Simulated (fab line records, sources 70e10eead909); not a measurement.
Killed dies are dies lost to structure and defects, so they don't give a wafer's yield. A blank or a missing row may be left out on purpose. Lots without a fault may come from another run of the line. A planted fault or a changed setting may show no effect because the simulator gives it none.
Chamber matching | flow nand_harc | NHARC_A_STAIRCASE_ETCH_292 on rie_diel-04: 4 sister chambers
The step etches the open film in CF4/CHF3. 14 wafers are shown with their chamber, then 7 later ones without.

WAFERS WITH THEIR CHAMBER
wafer  | chamber | showerhead_plenum_p_Torr (Torr) | rf_vpp_V (V) | throttle_valve_pct (%)
L074.1 | 3       | 1.51                            | 369.0        | 16.805
L074.4 | 1       | 1.56                            | 370.5        | 16.806
L074.5 | 0       | 1.61                            | 372.3        | 16.809
L076.1 | 0       | 1.61                            | 372.4        | 16.797
L076.2 | 1       | 1.56                            | 370.3        | 16.800
L076.6 | 1       | 1.56                            | 369.8        | 16.783
L078.3 | 0       | 1.61                            | 370.8        | 16.805
L078.4 | 2       | 1.56                            | 370.2        | 16.801
L078.5 | 1       | 1.56                            | 370.0        | 16.795
L083.2 | 2       | 1.56                            | 370.6        | 16.804
L083.4 | 2       | 1.56                            | 370.8        | 16.798
L083.5 | 0       | 1.61                            | 371.0        | 16.789
L086.1 | 1       | 1.56                            | 370.5        | 16.805
L086.2 | 0       | 1.60                            | 372.5        | 16.797

SIGNATURES (means of the wafers above)
reading                  | chamber 0 | chamber 1 | chamber 2 | chamber 3 | scatter within a chamber
showerhead_plenum_p_Torr | 1.6080    | 1.5600    | 1.5600    | 1.5100    | 0.00283
rf_vpp_V                 | 371.800   | 370.220   | 370.533   | 369.000   | 0.576
throttle_valve_pct       | 16.79940  | 16.79780  | 16.80100  | 16.80500  | 0.00782
Rule: a wafer's distance from a chamber is the root of the sum, over the readings, of the square of ((its reading less the chamber's mean) divided by the reading's scatter). The wafer belongs to the nearest chamber; if the next one is less than 2 further off, it can't be placed. The scatter: the root of (the sum of the squares of (reading less its chamber's mean) over the shown wafers, divided by (wafers less chambers)).

WAFERS WITHOUT THEIR CHAMBER
wafer  | showerhead_plenum_p_Torr (Torr) | rf_vpp_V (V) | throttle_valve_pct (%)
L086.4 | 1.56                            | 371.9        | 16.795
L089.1 | 1.50                            | 368.3        | 16.801
L089.4 | 1.60                            | 372.5        | 16.820
L089.5 | 1.56                            | 369.8        | 16.796
L090.1 | 1.56                            | 369.4        | 16.802
L090.3 | 1.50                            | 369.7        | 16.810
L090.6 | 1.56                            | 369.9        | 16.793

WHICH CHAMBER EACH WENT THROUGH
wafer  | from the rows above     | in truth
L086.4 | can't be placed: 2 or 1 | 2
L089.1 | 3                       | 3
L089.4 | 0                       | 0
L089.5 | can't be placed: 1 or 2 | 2
L090.1 | can't be placed: 1 or 2 | 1
L090.3 | 3                       | 3
L090.6 | can't be placed: 1 or 2 | 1
Placed correctly: 3 of 7. Can't be placed from these rows: 4 (the true chamber is among the candidates in 4). Placed wrongly: 0.
